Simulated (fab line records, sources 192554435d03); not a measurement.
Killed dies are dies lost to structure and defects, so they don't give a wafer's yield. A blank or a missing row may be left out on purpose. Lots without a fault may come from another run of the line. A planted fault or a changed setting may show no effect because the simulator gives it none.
fab line records | flow n5_finfet
record lots=11 wafers=32 last_day=19
route steps=1938 shown BEOL_M15@1789 PASSIVATION@1936
lots that met no fault: from a run of the same line without faults
start_h: hours from the record's first day to the start of the lot's first wafer shown | wait_h: hours since the lot's step before | " the same as in the row above | L1.1+2: a row that stands for several wafers | - no value, or no start given | * or withheld: withheld | < > ~ a bound
route shown NAME@n: a module of which the file shows steps, and the number in the route of the first | usual: mean/standard deviation of fault-free wafers | same: alike in all rows | chamber/n: place in a boat | sites: the reading at each site | _std_site: their standard deviation | _edge_site: outer sites' mean less inner sites' | radius_mm: how far each site lies from the wafer's centre | mask NAME#n: copy n | behind: the tool/chamber that last shaped the wafer | hold: why the lot was held/for how many hours/how that ended | device: the transistor (n, p or np) that didn't switch | end of line: the same wafers' tests at the end of the route | a step without rows: its recipe alone | killed: dies lost to structure and defects at the first sort, not the wafer's yield | map: a wafer's dies, x killed, . not, _ none there
set.NAME: the setting as run; set.NAME@STEP: as run at that earlier step | model.NAME: the simulator's own value behind a step, which no gauge read
steps of the route over a sample of lots; a table a step, a row a wafer
services: from which hour (start_h, from the record's first day; less than 0 if before it) a tool's chamber was out of use, for how many hours, and why
## steps
# step N5_BEOL_M15_STRIP_63
# recipe chemistry=O2 power_w=600 temp_c=60 pressure_mtorr=30 rf_frequency_hz=6e+07 bias_power_w=0 overash_fraction=0.3 o2_flow_sccm=225
# usual drypump_motor_current_A=5.6/0.43 oes_product_au=0.82/0.1 rf_vpp_V=3.6/0.71 showerhead_plenum_p_Torr=2.12/0.076 throttle_valve_pct=16.65/0.27
# columns lot.wafer tool chamber start_h wait_h drypump_motor_current_A oes_product_au rf_hours_counter_h rf_vpp_V showerhead_plenum_p_Torr throttle_valve_pct
L494.1 rie_diel-02 2 - - 5.6 0.95 10 2.3 2.09 16.81
L494.2 " 1 " " 5.8 0.69 210 3.9 2.16 16.92
L494.6 " 2 " " 5.6 0.95 - 4.4 2.09 16.78
L496.1 rie_diel-05 0 - - 6.5 0.68 223 3.5 2.16 17.04
L496.2 " 1 " " 5.5 0.66 242 3.4 2.05 16.74
L496.6 " 0 " " 6.4 0.69 - 4.0 2.16 17.06
L495.2 rie_diel-04 3 - - 5.0 0.85 60 3.5 2.09 16.06
L495.3 " 0 " " 5.2 0.88 37 5.1 2.25 16.37
L495.4 " 1 " " 6.2 1.01 4 4.1 2.26 16.63
L497.3 rie_diel-02 2 - - 5.6 0.93 17 4.0 2.09 16.82
L497.4 " 3 " " 5.4 0.83 71 3.9 2.22 16.56
L497.6 " 1 " " 5.8 0.69 - 3.7 2.15 16.95
L498.1 rie_diel-05 1 - - 5.5 0.68 249 3.8 2.04 16.75
L498.2 " 3 " " 5.3 0.92 15 4.6 2.07 16.76
L498.6 " 1 " " 5.5 0.68 - 4.2 2.04 16.74
L508.1 rie_diel-02 2 - - 5.7 0.88 35 4.0 2.08 16.82
L508.4 " 1 " " 5.8 0.67 235 2.5 2.15 16.99
L508.6 " 1 " " 5.8 0.67 - 3.7 2.15 16.98
L512.2 rie_diel-05 2 - - 5.8 0.81 78 4.0 2.01 16.34
L512.5 " 2 " " 5.7 0.81 - 2.9 2.01 16.31
L512.6 " 3 " " 5.3 0.88 - 2.8 2.07 16.80
L511.1 rie_diel-05 3 - - 5.3 0.87 37 4.0 2.07 16.80
L511.4 " 2 " " 5.8 0.81 - 2.8 2.01 16.34
L511.5 " 3 " " 5.2 0.87 - 2.2 2.07 16.81
L513.1 rie_diel-05 2 - - 5.8 0.81 86 3.5 2.01 16.35
L513.3 " 3 " " 5.3 0.87 42 3.1 2.07 16.80
L513.4 " 0 " " 6.5 1.01 2 4.0 2.15 16.58
L515.1 rie_diel-02 1 - - 5.8 0.67 246 3.5 2.14 16.98
L515.2 " 2 " " 5.7 0.86 46 4.1 2.08 16.85
L515.5 " 1 " " 5.9 0.67 - 3.3 2.14 17.00
L514.4 rie_diel-05 0 - - 6.5 0.96 - 4.1 2.14 16.58
L514.5 " 3 " " 5.3 0.84 - 3.6 2.06 16.82
# step N5_BEOL_M15_ETCH_57
# recipe chemistry=N2/H2 target=SOC source_w=3000 bias_w=350 time_s=750 ion_energy_ev=200 pressure_mtorr=30 n2_flow_sccm=200 h2_flow_sccm=200
# usual drypump_motor_current_A=5.6/0.44 oes_product_au=0.82/0.09 rf_vpp_V=524.9/2.5 showerhead_plenum_p_Torr=2.58/0.081 throttle_valve_pct=17.7/0.32
# columns lot.wafer tool chamber start_h wait_h drypump_motor_current_A oes_product_au rf_hours_counter_h rf_vpp_V showerhead_plenum_p_Torr throttle_valve_pct
L494.1 rie_diel-02 2 276.37 - 5.6 0.94 10 522.0 2.50 17.8
L494.2 " 1 " " 5.9 0.69 210 528.2 2.64 18.3
L494.6 " 2 " " 5.6 0.95 - 523.2 2.50 17.8
L496.1 rie_diel-05 1 283.17 - 5.5 0.68 242 522.3 2.53 18.0
L496.2 " 3 " " 5.3 0.93 10 523.3 2.52 17.9
L496.6 " 1 " " 5.5 0.67 - 522.7 2.53 18.0
L495.2 rie_diel-04 2 283.34 - 4.9 0.78 119 523.9 2.56 17.7
L495.3 " 1 " " 6.2 0.98 4 530.3 2.72 17.8
L495.4 " 3 " " 5.0 0.85 61 524.4 2.58 17.4
L497.3 rie_diel-05 2 297.77 - 5.8 0.86 55 521.6 2.48 17.5
L497.4 " 1 " " 5.5 0.67 248 522.1 2.52 18.0
L497.6 " 1 " " 5.5 0.67 - 522.6 2.52 18.0
L498.1 rie_diel-02 1 300.19 - 5.8 0.69 218 526.2 2.64 18.3
L498.2 " 3 " " 5.4 0.84 71 528.3 2.70 17.8
L498.6 " 0 " " 6.0 0.71 - 522.5 2.51 18.0
L508.1 rie_diel-04 1 364.70 - 6.2 0.91 31 527.0 2.71 17.8
L508.4 " 2 " " 4.9 0.76 145 523.5 2.55 17.8
L508.6 " 2 " " 4.9 0.76 - 522.8 2.55 17.8
L512.2 rie_diel-02 2 370.46 - 5.6 0.88 36 522.3 2.49 17.8
L512.5 " 1 " " 5.9 0.68 - 525.5 2.63 18.3
L512.6 " 2 " " 5.7 0.88 - 521.3 2.49 17.8
L511.1 rie_diel-05 3 375.83 - 5.3 0.86 38 522.6 2.50 18.0
L511.4 " 2 " " 5.8 0.82 - 524.3 2.47 17.5
L511.5 " 1 " " 5.6 0.95 - 522.1 2.52 17.7
L513.1 rie_diel-04 3 393.96 - 5.0 0.81 94 524.3 2.56 17.4
L513.3 " 1 " " 6.2 0.91 38 527.0 2.71 17.8
L513.4 " 0 " " 5.3 0.83 71 527.5 2.66 17.2
L515.1 rie_diel-04 1 402.91 - 6.2 0.89 41 529.2 2.70 17.8
L515.2 " 0 " " 5.3 0.83 74 528.3 2.65 17.2
L515.5 " 2 " " 4.9 0.76 - 523.5 2.55 17.8
L514.4 rie_diel-05 2 426.50 - 5.8 0.82 89 521.7 2.47 17.6
L514.5 " 3 " " 5.3 0.84 - 523.1 2.50 18.0
# step N5_BEOL_M15_COAT_60
# recipe resist=BARC temp_c=205 time_s=60 spin_rpm=1500 resist_thk_nm=89
# usual spin_speed_rpm=1500.0/0.98
# columns lot.wafer tool chamber start_h wait_h spin_speed_rpm
L494.1 litho_track-03 0 276.88 0.3 1500.5
L494.2 " 0 " " 1500.8
L494.6 " 0 " " 1500.9
L496.1 litho_track-03 0 283.67 0.3 1500.2
L496.2 " 0 " " 1500.8
L496.6 " 0 " " 1497.6
L495.2 litho_track-02 0 283.84 0.3 1499.1
L495.3 " 0 " " 1500.8
L495.4 " 0 " " 1501.4
L497.3 litho_track-02 0 298.27 0.3 1498.4
L497.4 " 0 " " 1499.9
L497.6 " 0 " " 1499.4
L498.1 litho_track-02 0 300.70 0.3 1501.1
L498.2 " 0 " " 1501.7
L498.6 " 0 " " 1499.5
L508.1 litho_track-03 0 365.20 0.3 1658.8
L508.4 " 0 " " 1658.2
L508.6 " 0 " " 1658.6
L512.2 litho_track-02 0 370.97 0.3 1499.1
L512.5 " 0 " " 1498.9
L512.6 " 0 " " 1499.9
L511.1 litho_track-03 0 376.33 0.3 1657.6
L511.4 " 0 " " 1657.2
L511.5 " 0 " " 1658.0
L513.1 litho_track-02 0 394.47 0.3 1501.4
L513.3 " 0 " " 1499.3
L513.4 " 0 " " 1500.2
L515.1 litho_track-02 0 403.41 0.3 1499.2
L515.2 " 0 " " 1499.3
L515.5 " 0 " " 1498.3
L514.4 litho_track-01 0 427.01 0.3 1498.5
L514.5 " 0 " " 1499.8
# step N5_BEOL_M15_INSPECT_30
# recipe mode=adi inspect_instrument=macro
# usual raw_defect_count=2.1/1.6
# columns lot.wafer tool chamber start_h wait_h raw_defect_count
L494.1 defect_inspect-02 - 277.33 0.0 0
L494.2 " - " " 1
L494.6 " - " " 1
L496.1 defect_inspect-02 - 284.12 0.0 3
L496.2 " - " " 1
L496.6 " - " " 0
L495.2 defect_inspect-02 - 284.29 0.0 4
L495.3 " - " " 2
L495.4 " - " " 2
L497.3 defect_inspect-01 - 298.72 0.0 0
L497.4 " - " " 1
L497.6 " - " " 0
L498.1 defect_inspect-01 - 301.15 0.0 0
L498.2 " - " " 4
L498.6 " - " " 1
L508.1 defect_inspect-02 - 365.65 0.0 1
L508.4 " - " " 6
L508.6 " - " " 3
L512.2 defect_inspect-01 - 371.42 0.0 1
L512.5 " - " " 0
L512.6 " - " " 3
L511.1 defect_inspect-01 - 376.66 0.0 0
L511.4 " - " " 2
L511.5 " - " " 2
L513.1 defect_inspect-01 - 394.92 0.0 3
L513.3 " - " " 3
L513.4 " - " " 1
L515.1 defect_inspect-01 - 403.74 0.0 0
L515.2 " - " " 3
L515.5 " - " " 2
L514.4 defect_inspect-02 - 427.33 0.0 2
L514.5 " - " " 4
# step N5_PASSIVATION_PROBE_49
# usual defect_limited_yield=91.5/1.7 killed_at_M0_to_M3=33/11 killed_at_M4_up=13/5.2 killed_at_contacts=11/5.7 killed_at_front_end=39/11 killed_at_other=4/3 killed_dies=101/20 killed_on_rim=13/4.1 killed_open=66/15 killed_short=33/8.4 sort_bin_4_leakage=0.01/0.073 sort_bin_5_function=5.0/1.1 sort_bin_6_memory=3.2/0.69 sort_bin_8_speed=0.1/0.52 sort_n_pass=1078/20 sort_yield_pct=91.4/1.7
# same gross_dies=1180 killed_at_back_side=0
# columns lot.wafer tool chamber start_h wait_h defect_limited_yield[%] killed_at_M0_to_M3 killed_at_M4_up killed_at_contacts killed_at_front_end killed_at_other killed_dies killed_on_rim killed_open killed_short sort_bin_4_leakage[%] sort_bin_5_function[%] sort_bin_6_memory[%] sort_bin_8_speed[%] sort_n_pass sort_yield_pct[%]
L494.1 prober-01 - 297.33 0.0 89.6 43 25 12 39 4 123 17 84 35 0 6.9 3.2 0 1057 89.6
L494.2 prober-01 - 297.38 0.1 90.3 31 20 19 40 4 114 18 68 37 0 5.7 3.8 0 1066 90.3
L494.6 prober-01 - 297.58 0.3 91.8 19 18 10 48 2 97 16 67 27 0 5.1 2.9 0 1083 91.8
L496.1 prober-01 - 300.72 0.0 91.4 33 21 4 42 1 101 7 60 40 0 5.6 2.9 0 1079 91.4
L496.2 prober-01 - 300.77 0.1 92.3 13 14 18 39 7 91 12 56 33 0 4.7 2.8 0.1 1088 92.2
L496.6 prober-01 - 300.97 0.3 92.0 32 12 10 38 2 94 10 56 35 0 5.1 2.6 0 1086 92.0
L495.2 prober-01 - 308.13 0.1 91.4 26 19 13 35 9 102 10 67 35 0 5.0 3.6 0 1078 91.4
L495.3 prober-01 - 308.18 0.1 92.5 28 7 11 31 12 89 7 38 49 0 4.1 3.1 0 1091 92.5
L495.4 prober-01 - 308.23 0.2 90.9 23 15 19 41 9 107 14 65 39 0 5.0 3.5 0 1073 90.9
L497.3 prober-01 - 320.07 0.1 89.6 41 15 10 57 0 123 9 76 44 0 5.7 4.4 0 1057 89.6
L497.4 prober-01 - 320.12 0.2 90.4 23 31 16 41 2 113 16 81 31 0.08 5.6 3.7 0 1066 90.3
L497.6 prober-01 - 320.22 0.3 93.0 32 15 19 15 2 83 16 53 25 0 3.6 3.0 0 1097 93.0
L498.1 prober-02 - 321.23 0.1 94.2 25 9 4 23 7 68 7 38 29 0 3.6 1.6 0 1112 94.2
L498.2 prober-02 - 321.28 0.2 91.8 28 9 19 40 1 97 14 55 40 0.17 4.2 3.6 0 1081 91.6
L498.6 prober-02 - 321.48 0.4 94.8 10 11 6 31 3 61 5 35 25 0 2.9 2.1 0 1119 94.8
L508.1 prober-02 - 385.93 0.0 93.2 21 10 8 39 2 80 12 52 28 0 4.6 1.8 0 1100 93.2
L508.4 prober-02 - 386.08 0.2 92.4 26 16 11 33 4 90 17 60 30 0 4.5 3.1 0 1090 92.4
L508.6 prober-02 - 386.18 0.3 91.4 30 13 5 50 3 101 13 69 30 0 4.3 3.9 0 1079 91.4
L512.2 prober-01 - 386.72 0.1 91.6 25 16 8 45 5 99 13 69 29 0 4.2 4.0 0 1081 91.6
L512.5 prober-01 - 386.87 0.2 92.5 33 7 11 31 7 89 8 51 36 0 4.2 2.9 0 1091 92.5
L512.6 prober-01 - 386.92 0.3 92.1 36 6 20 26 5 93 9 64 28 0 4.3 3.3 0 1087 92.1
L511.1 prober-01 - 396.33 0.0 89.8 43 11 11 54 1 120 7 85 32 0 6.4 3.6 0 1060 89.8
L511.4 prober-01 - 396.48 0.2 90.8 31 15 16 43 3 108 14 60 45 0 4.8 3.9 0 1072 90.8
L511.5 prober-01 - 396.53 0.2 89.3 35 15 17 58 1 126 18 90 30 0 6.2 4.2 0 1054 89.3
L513.1 prober-02 - 410.60 0.0 90.2 24 13 9 55 15 116 11 71 41 0 6.1 3.2 0 1064 90.2
L513.3 prober-02 - 410.70 0.1 90.9 36 12 19 38 2 107 12 68 37 0.85 5.3 3.6 0 1063 90.1
L513.4 prober-02 - 410.75 0.2 88.8 47 13 18 49 5 132 16 90 36 0 7.4 3.3 0 1048 88.8
L515.1 prober-02 - 419.39 0.0 92.9 21 18 9 32 4 84 13 59 20 0 4.7 2.5 0 1096 92.9
L515.2 prober-02 - 419.44 0.1 93.9 25 10 7 27 3 72 14 55 16 0 3.4 2.6 0 1108 93.9
L515.5 prober-02 - 419.59 0.2 89.2 27 23 26 51 0 127 24 86 40 0 6.4 4.2 0 1053 89.2
L514.4 prober-02 - 447.96 0.2 89.9 28 18 16 54 3 119 11 73 41 0 6.5 3.1 0 1061 89.9
L514.5 prober-02 - 448.01 0.2 92.8 23 17 21 22 2 85 6 49 32 0 3.9 3.0 0.1 1094 92.7
# killed by level:class
L494.1 BEOL_M0_SAQP:geometric_particle:open=13 MOL_CONTACT_COAG:geometric_particle:open=11 BEOL_M4:geometric_particle:open=11 STI_FIN_REVEAL:geometric_particle:open=9 BEOL_M3:geometric_particle:open=9 BEOL_M0_SAQP:geometric_particle:short=8 FIN_SAQP:geometric_particle:open=5 GATE_CUT:geometric_particle:short=5
L494.2 MOL_CONTACT_COAG:geometric_particle:open=10 MOL_CONTACT_COAG:geometric_particle:short=9 STI_FIN_REVEAL:geometric_particle:open=8 BEOL_M4:geometric_particle:open=8 FIN_SAQP:geometric_particle:open=7 BEOL_M1:geometric_particle:open=7 STARTING-WAFER:geometric_particle:open=6 BEOL_M3:geometric_particle:short=6
L494.6 STI_FIN_REVEAL:geometric_particle:open=22 MOL_CONTACT_COAG:geometric_particle:open=8 BEOL_M1:geometric_particle:open=7 GATE_CUT:geometric_particle:open=6 STI_FIN_REVEAL:geometric_particle:short=4 BEOL_M3:geometric_particle:open=4 BEOL_M4:geometric_particle:open=4 BEOL_M5:geometric_particle:open=4
L496.1 FIN_SAQP:geometric_particle:short=13 BEOL_M0_SAQP:geometric_particle:short=12 BEOL_M0_SAQP:geometric_particle:open=8 BEOL_M4:geometric_particle:open=8 STI_FIN_REVEAL:geometric_particle:open=7 FIN_SAQP:geometric_particle:open=5 BEOL_M3:geometric_particle:open=4 BEOL_M5:geometric_particle:open=4
L496.2 MOL_CONTACT_COAG:geometric_particle:open=13 FIN_SAQP:geometric_particle:short=7 GATE_CUT:geometric_particle:short=6 GATE_CUT:geometric_particle:open=6 MOL_CONTACT_COAG:geometric_particle:short=5 STARTING-WAFER:geometric_particle:short=5 STARTING-WAFER:geometric_particle:open=5 FIN_SAQP:geometric_particle:open=4
L496.6 BEOL_M3:geometric_particle:open=10 FIN_SAQP:geometric_particle:short=8 STI_FIN_REVEAL:geometric_particle:open=8 MOL_CONTACT_COAG:geometric_particle:open=8 FIN_SAQP:geometric_particle:open=5 GATE_CUT:geometric_particle:short=5 BEOL_M1:geometric_particle:short=5 BEOL_M0_SAQP:geometric_particle:short=4
L495.2 BEOL_M0_SAQP:geometric_particle:short=13 MOL_CONTACT_COAG:geometric_particle:open=12 STI_FIN_REVEAL:geometric_particle:open=11 BEOL_M4:geometric_particle:open=8 BEOL_M2:geometric_particle:open=6 DUMMY_GATE:geometric_particle:open=5 ILD0:geometric_particle:open=4 BEOL_M4:geometric_particle:short=4
L495.3 FIN_SAQP:geometric_particle:short=11 MOL_CONTACT_COAG:geometric_particle:open=6 BEOL_M0_SAQP:geometric_particle:short=6 PASS1_CAP:geometric_particle:short=6 BEOL_M0_SAQP:geometric_particle:open=5 FIN_SAQP:geometric_particle:open=4 GATE_CUT:geometric_particle:short=4 MOL_CONTACT_COAG:geometric_particle:short=4
L495.4 MOL_CONTACT_COAG:geometric_particle:open=13 FIN_SAQP:geometric_particle:short=11 BEOL_M3:geometric_particle:open=9 FIN_SAQP:geometric_particle:open=7 BEOL_M4:geometric_particle:open=7 ILD0:geometric_particle:open=5 MOL_CONTACT_COAG:geometric_particle:short=4 BEOL_M0_SAQP:geometric_particle:open=4
L497.3 FIN_SAQP:geometric_particle:open=13 STI_FIN_REVEAL:geometric_particle:open=13 BEOL_M0_SAQP:geometric_particle:short=12 BEOL_M0_SAQP:geometric_particle:open=11 FIN_SAQP:geometric_particle:short=10 GATE_CUT:geometric_particle:short=9 BEOL_M4:geometric_particle:open=8 MOL_CONTACT_COAG:geometric_particle:open=7
L497.4 MOL_CONTACT_COAG:geometric_particle:open=15 BEOL_M4:geometric_particle:open=13 FIN_SAQP:geometric_particle:open=12 BEOL_M4:geometric_particle:short=7 DUMMY_GATE:geometric_particle:open=6 BEOL_M0_SAQP:geometric_particle:open=6 GATE_CUT:geometric_particle:open=5 BEOL_M0_SAQP:geometric_particle:short=5
L497.6 MOL_CONTACT_COAG:geometric_particle:open=16 BEOL_M3:geometric_particle:open=9 BEOL_M1:geometric_particle:open=5 BEOL_M1:geometric_particle:short=5 STI_FIN_REVEAL:geometric_particle:open=4 BEOL_M0_SAQP:geometric_particle:short=4 BEOL_M4:geometric_particle:open=4 GATE_CUT:geometric_particle:short=3
L498.1 BEOL_M0_SAQP:geometric_particle:open=11 GATE_CUT:geometric_particle:short=8 BEOL_M0_SAQP:geometric_particle:short=8 FIN_SAQP:geometric_particle:open=3 FIN_SAQP:geometric_particle:short=3 BEOL_M8:geometric_particle:open=3 MOL_CONTACT_COAG:geometric_particle:open=3 PASS1_DEP:geometric_particle:open=3
L498.2 MOL_CONTACT_COAG:geometric_particle:open=15 FIN_SAQP:geometric_particle:short=10 BEOL_M0_SAQP:geometric_particle:open=8 BEOL_M0_SAQP:geometric_particle:short=7 DUMMY_GATE:geometric_particle:open=6 FIN_SAQP:geometric_particle:open=5 BEOL_M3:geometric_particle:short=5 MOL_CONTACT_COAG:geometric_particle:short=4
L498.6 FIN_SAQP:geometric_particle:open=11 GATE_CUT:geometric_particle:short=8 MOL_CONTACT_COAG:geometric_particle:open=4 BEOL_M4:geometric_particle:open=3 STARTING-WAFER:geometric_particle:short=3 FIN_SAQP:geometric_particle:short=2 STI_FIN_REVEAL:geometric_particle:open=2 MOL_CONTACT_COAG:geometric_particle:short=2
L508.1 FIN_SAQP:geometric_particle:short=11 FIN_SAQP:geometric_particle:open=9 STI_FIN_REVEAL:geometric_particle:open=8 MOL_CONTACT_COAG:geometric_particle:open=7 BEOL_M1:geometric_particle:open=6 BEOL_M0_SAQP:geometric_particle:short=6 BEOL_M4:geometric_particle:open=6 DUMMY_GATE:geometric_particle:open=5
L508.4 STI_FIN_REVEAL:geometric_particle:open=9 MOL_CONTACT_COAG:geometric_particle:open=8 FIN_SAQP:geometric_particle:open=7 FIN_SAQP:geometric_particle:short=6 BEOL_M3:geometric_particle:open=6 BEOL_M2:geometric_particle:open=5 BEOL_M0_SAQP:geometric_particle:open=5 BEOL_M0_SAQP:geometric_particle:short=5
L508.6 FIN_SAQP:geometric_particle:open=14 FIN_SAQP:geometric_particle:short=9 DUMMY_GATE:geometric_particle:open=9 BEOL_M2:geometric_particle:open=8 STI_FIN_REVEAL:geometric_particle:open=7 BEOL_M0_SAQP:geometric_particle:open=5 BEOL_M4:geometric_particle:open=5 BEOL_M5:geometric_particle:open=5
L512.2 BEOL_M3:geometric_particle:open=9 STI_FIN_REVEAL:geometric_particle:open=8 GATE_CUT:geometric_particle:short=8 FIN_SAQP:geometric_particle:open=7 MOL_CONTACT_COAG:geometric_particle:open=7 GATE_CUT:geometric_particle:open=6 FIN_SAQP:geometric_particle:short=5 BEOL_M4:geometric_particle:open=5
L512.5 BEOL_M0_SAQP:geometric_particle:short=9 BEOL_M3:geometric_particle:open=9 FIN_SAQP:geometric_particle:open=8 GATE_CUT:geometric_particle:short=8 MOL_CONTACT_COAG:geometric_particle:open=7 FIN_SAQP:geometric_particle:short=5 BEOL_M0_SAQP:geometric_particle:open=5 BEOL_M2:geometric_particle:open=5
L512.6 MOL_CONTACT_COAG:geometric_particle:open=16 BEOL_M3:geometric_particle:open=12 BEOL_M3:geometric_particle:short=7 BEOL_M2:geometric_particle:open=6 BEOL_M0_SAQP:geometric_particle:open=6 FIN_SAQP:geometric_particle:open=5 STI_FIN_REVEAL:geometric_particle:open=5 FIN_SAQP:geometric_particle:short=4
L511.1 BEOL_M2:geometric_particle:open=22 FIN_SAQP:geometric_particle:open=11 FIN_SAQP:geometric_particle:short=9 MOL_CONTACT_COAG:geometric_particle:open=9 STI_FIN_REVEAL:geometric_particle:open=8 BEOL_M3:geometric_particle:open=7 DUMMY_GATE:geometric_particle:open=6 BEOL_M0_SAQP:geometric_particle:open=5
L511.4 MOL_CONTACT_COAG:geometric_particle:open=12 BEOL_M0_SAQP:geometric_particle:short=10 FIN_SAQP:geometric_particle:open=9 FIN_SAQP:geometric_particle:short=7 STI_FIN_REVEAL:geometric_particle:open=6 SPACER0:geometric_particle:short=6 GATE_CUT:geometric_particle:short=5 BEOL_M4:geometric_particle:open=5
L511.5 STI_FIN_REVEAL:geometric_particle:open=17 MOL_CONTACT_COAG:geometric_particle:open=15 FIN_SAQP:geometric_particle:open=11 BEOL_M2:geometric_particle:open=9 BEOL_M0_SAQP:geometric_particle:open=7 BEOL_M3:geometric_particle:open=6 FIN_SAQP:geometric_particle:short=5 BEOL_M0_SAQP:geometric_particle:short=5
L513.1 STI_FIN_REVEAL:geometric_particle:open=22 FIN_SAQP:geometric_particle:short=7 MOL_CONTACT_COAG:geometric_particle:open=7 BEOL_M4:geometric_particle:open=7 DUMMY_GATE:geometric_particle:open=6 BEOL_M0_SAQP:geometric_particle:short=6 STI_FIN_REVEAL:geometric_particle:short=5 PAD_METAL:geometric_particle:open=4
L513.3 MOL_CONTACT_COAG:geometric_particle:open=16 BEOL_M1:geometric_particle:open=10 BEOL_M0_SAQP:geometric_particle:short=9 STI_FIN_REVEAL:geometric_particle:open=7 FIN_SAQP:geometric_particle:open=6 FIN_SAQP:geometric_particle:short=5 DUMMY_GATE:geometric_particle:open=5 BEOL_M2:geometric_particle:open=4
L513.4 MOL_CONTACT_COAG:geometric_particle:open=17 STI_FIN_REVEAL:geometric_particle:open=15 BEOL_M3:geometric_particle:open=13 BEOL_M2:geometric_particle:open=10 BEOL_M1:geometric_particle:open=6 STI_FIN_REVEAL:geometric_particle:short=5 BEOL_M0_SAQP:geometric_particle:short=5 BEOL_M1:geometric_particle:short=5
L515.1 FIN_SAQP:geometric_particle:open=13 STI_FIN_REVEAL:geometric_particle:open=6 MOL_CONTACT_COAG:geometric_particle:open=6 BEOL_M4:geometric_particle:open=6 BEOL_M8:geometric_particle:open=5 FIN_SAQP:geometric_particle:short=4 BEOL_M0_SAQP:geometric_particle:open=4 BEOL_M0_SAQP:geometric_particle:short=4
L515.2 BEOL_M4:geometric_particle:open=8 FIN_SAQP:geometric_particle:open=7 MOL_CONTACT_COAG:geometric_particle:open=6 BEOL_M0_SAQP:geometric_particle:open=5 BEOL_M1:geometric_particle:open=5 BEOL_M3:geometric_particle:open=5 STI_FIN_REVEAL:geometric_particle:open=4 DUMMY_GATE:geometric_particle:open=4
L515.5 MOL_CONTACT_COAG:geometric_particle:open=21 FIN_SAQP:geometric_particle:open=14 FIN_SAQP:geometric_particle:short=14 BEOL_M5:geometric_particle:open=8 STI_FIN_REVEAL:geometric_particle:open=7 BEOL_M1:geometric_particle:open=7 BEOL_M2:geometric_particle:open=6 MOL_CONTACT_COAG:geometric_particle:short=5
L514.4 FIN_SAQP:geometric_particle:open=17 FIN_SAQP:geometric_particle:short=14 MOL_CONTACT_COAG:geometric_particle:open=14 BEOL_M3:geometric_particle:open=8 BEOL_M0_SAQP:geometric_particle:short=7 STI_FIN_REVEAL:geometric_particle:open=6 DUMMY_GATE:geometric_particle:open=5 BEOL_M0_SAQP:geometric_particle:open=4
L514.5 MOL_CONTACT_COAG:geometric_particle:open=18 BEOL_M0:geometric_particle:short=7 FIN_SAQP:geometric_particle:short=5 FIN_SAQP:geometric_particle:open=4 STARTING-WAFER:geometric_particle:short=4 MOL_CONTACT_COAG:geometric_particle:short=3 BEOL_M0_SAQP:geometric_particle:short=3 BEOL_M3:geometric_particle:open=3
## services
# columns tool chamber start_h hours kind
rie_diel-02 2 266.68 5.1 repair
rie_diel-05 1 305.69 - clean
rie_diel-05 1 305.69 - consumable_replace:focus_ring
rie_diel-05 1 305.69 27.6 scheduled_down
rie_diel-05 1 305.69 27.6 vent_cycle
rie_diel-05 - 319.34 2.8 pm
rie_diel-04 0 324.21 1.2 repair
rie_diel-02 - 330.92 3.4 repair
litho_track-02 - 333.21 - consumable_replace:filter
rie_diel-05 0 365.17 - clean
rie_diel-05 0 365.17 - consumable_replace:focus_ring
rie_diel-05 0 365.17 17.0 scheduled_down
rie_diel-05 0 365.17 17.0 vent_cycle
rie_diel-02 0 391.11 - clean
rie_diel-02 0 391.11 - consumable_replace:focus_ring
rie_diel-02 0 391.11 14.1 scheduled_down
rie_diel-02 0 391.11 14.1 vent_cycle
litho_track-02 - 392.52 - consumable_replace:filter
rie_diel-05 2 405.28 21.1 repair
rie_diel-02 - 417.06 2.8 pm
rie_diel-02 1 420.43 - clean
rie_diel-02 1 420.43 - consumable_replace:focus_ring
rie_diel-02 1 420.43 24.4 scheduled_down
rie_diel-02 1 420.43 24.4 vent_cycle
## key
first_sign step=N5_BEOL_M15_COAT_60 reading=spin_speed_rpm direction=up sigmas=99+ usual=* struck=*
effect none on later readings
met_at N5_BEOL_M15_COAT_60
struck_lots L508,L511
not_acting_at N5_BEOL_M15_STRIP_63,N5_BEOL_M15_ETCH_57,N5_BEOL_M15_INSPECT_30
onset_between 283.67 365.20
fault kind=process_parameter_drift tool=litho_track-03 chamber=- onset_h=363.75 steps=N5_BEOL_M15_COAT_60 channel=spin_rpm offset=* shape=step end_h=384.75 acts_in=* stated=*
